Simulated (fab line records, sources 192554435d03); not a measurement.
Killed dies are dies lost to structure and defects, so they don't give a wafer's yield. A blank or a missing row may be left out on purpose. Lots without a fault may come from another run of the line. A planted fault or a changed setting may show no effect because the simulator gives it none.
Split-lot experiment | flow n5_finfet | 7 lots, 21 wafers read, on a route of 1938 steps

THE SPLIT
At N5_BEOL_M7_PECVD_70 (deposits SiO2 from TEOS/O2, target thk 20 nm, time 22.7 s), the setting time_s was moved away from the recipe's 22.7 s on 6 of the 21 wafers read, by -9.7% to +7.5%. The other wafers ran this setting at the recipe's value.

The reading is taken at the split's own step.

THE READING
SiO2_of_BEOL_M7_PECVD_70.thk_nm (the simulator's own value, which no gauge read), in nm, at N5_BEOL_M7_PECVD_70 (deposits SiO2 from TEOS/O2, target thk 20 nm, time 22.7 s). The file gives no usual value for it. The 15 wafers here that ran the recipe average 20.0 nm, standard deviation 0.35 nm.

wafer  | tool, chamber at the split | time_s as run, s | against the recipe | SiO2_of_BEOL_M7_PECVD_70.thk_nm, nm | against lot-mates on the recipe
L079.1 | pecvd-01, 1                | 22.7             | recipe             | 19.8                                | -
L079.2 | pecvd-01, 0                | 22.7             | recipe             | 19.6                                | -
L079.6 | pecvd-01, 0                | 22.7             | recipe             | 20                                  | -
L080.2 | pecvd-02, 0                | 22.7             | recipe             | 19.8                                | -
L080.3 | pecvd-02, 2                | 22.7             | recipe             | 20.2                                | -
L080.5 | pecvd-02, 0                | 22.7             | recipe             | 20.4                                | -
L082.2 | pecvd-03, 2                | 22.7             | recipe             | 19.6                                | -
L082.3 | pecvd-03, 0                | 23.93            | +5.4%              | 20.6                                | +1.0
L082.5 | pecvd-03, 0                | 23.93            | +5.4%              | 20.8                                | +1.2
L085.1 | pecvd-01, 1                | 24.41            | +7.5%              | 20.8                                | +1.4
L085.2 | pecvd-01, 2                | 22.7             | recipe             | 19.4                                | -
L085.5 | pecvd-01, 0                | 24.41            | +7.5%              | 21.4                                | +2.0
L093.2 | pecvd-03, 0                | 22.7             | recipe             | 19.8                                | -
L093.4 | pecvd-03, 0                | 22.7             | recipe             | 20.2                                | -
L093.5 | pecvd-03, 2                | 20.5             | -9.7%              | 18.4                                | -1.6
L094.1 | pecvd-02, 1                | 22.7             | recipe             | 20                                  | -
L094.3 | pecvd-02, 2                | 22.7             | recipe             | 20.6                                | -
L094.5 | pecvd-02, 2                | 22.7             | recipe             | 20.6                                | -
L097.2 | pecvd-03, 2                | 22.7             | recipe             | 19.8                                | -
L097.3 | pecvd-03, 1                | 22.7             | recipe             | 20.2                                | -
L097.6 | pecvd-03, 1                | 24.35            | +7.3%              | 21.6                                | +1.6

THE FIT
A straight line over all 21 wafers: SiO2_of_BEOL_M7_PECVD_70.thk_nm changes by +0.161 nm for each +1% of time_s; r = +0.88; the points scatter about the line by 0.35 nm.
The same after taking each lot's own level away (the mean of its wafers on the recipe; 21 wafers): +0.2 nm for each +1%; r = +0.96; scatter 0.23 nm.
On that fit, the largest move of time_s shifts the reading by 1.9 nm.
The lots' own levels span 19.40 to 20.40 nm, that is 2.9 times the standard deviation above.
So the lot-to-lot level changes the slope: the two fits differ.
Check: with one of the wafers moved furthest among these (-9.7%) left out of the fit, the line predicts -2.12 nm for it against its lot-mates. It came out at -1.6 nm against them.

OTHER SPLITS ON THESE WAFERS
These wafers also went through other splits before the reading. Each is held against what the fit with the lots' levels taken away leaves over:
other split on the same wafers | wafers away from the commonest value | r with SiO2_of_BEOL_M7_PECVD_70.thk_nm (lot level and that fit taken away)
N5_BEOL_M4_COAT_67 spin_rpm    | 8                                    | -0.22
N5_BEOL_M4_COAT_22 spin_rpm    | 6                                    | -0.04
N5_BEOL_M5_ETCH_68 bias_w      | 8                                    | -0.28
N5_BEOL_M5_VIA_ETCH_34 bias_w  | 9                                    | +0.00
N5_BEOL_M5_ETCH_41 source_w    | 2                                    | +0.02
N5_BEOL_M6_DEP_56 time_s       | 7                                    | +0.39

THE FILE'S OWN FIT
SiO2_of_BEOL_M7_PECVD_70.thk_nm changes by +0.197 nm for each +1% of time_s, r = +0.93.
